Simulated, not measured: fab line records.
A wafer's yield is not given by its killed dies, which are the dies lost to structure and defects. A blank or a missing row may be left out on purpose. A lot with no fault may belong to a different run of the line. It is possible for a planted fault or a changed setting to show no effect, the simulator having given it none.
Matching of chambers	flow nand_harc	NHARC_P_BONDPAD_ETCH_12 on rie_diel-01: 4 sister chambers
The step etches the open film in CHF3/O2, target depth 200 nm, time 100 s. 4 wafers are shown with their chamber, then 7 later ones without.

## WAFERS WITH THEIR CHAMBER
wafer	chamber	drypump_motor_current_A (A)
L367.3	0	5.92
L367.4	2	5.96
L371.2	1	6.38
L371.5	3	6.05

## WAFERS MISSING THEIR CHAMBER
wafer	drypump_motor_current_A (A)
L371.6	5.88
L374.3	6.07
L374.4	5.95
L374.6	5.97
L375.2	6.07
L375.3	6.41
L375.5	5.88

## WHICH CHAMBER EACH ONE RAN IN
wafer	from the rows above	in truth
L371.6	can't be placed: 0 or 2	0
L374.3	3	3
L374.4	can't be placed: 2 or 0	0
L374.6	can't be placed: 2 or 0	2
L375.2	3	3
L375.3	1	1
L375.5	can't be placed: 0 or 2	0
Placed correctly: 3 of 7. Unplaceable from these rows: 4, with the true chamber sitting among the candidates in 4. Number placed wrongly: 0.
How it was worked out, from the rows above alone: a wafer's distance from a chamber is the root of the sum, over the readings, of the square of ((its reading less the chamber's mean) divided by the reading's scatter). If the next closest chamber is less than 2 further off than the closest, the wafer can't be placed; otherwise it belongs to the closest. For every chamber, the mean is computed from those of its wafers that are shown. The scatter: with one shown wafer a chamber, the root of the mean of the squares of how far each hidden wafer lies from its nearest shown one.
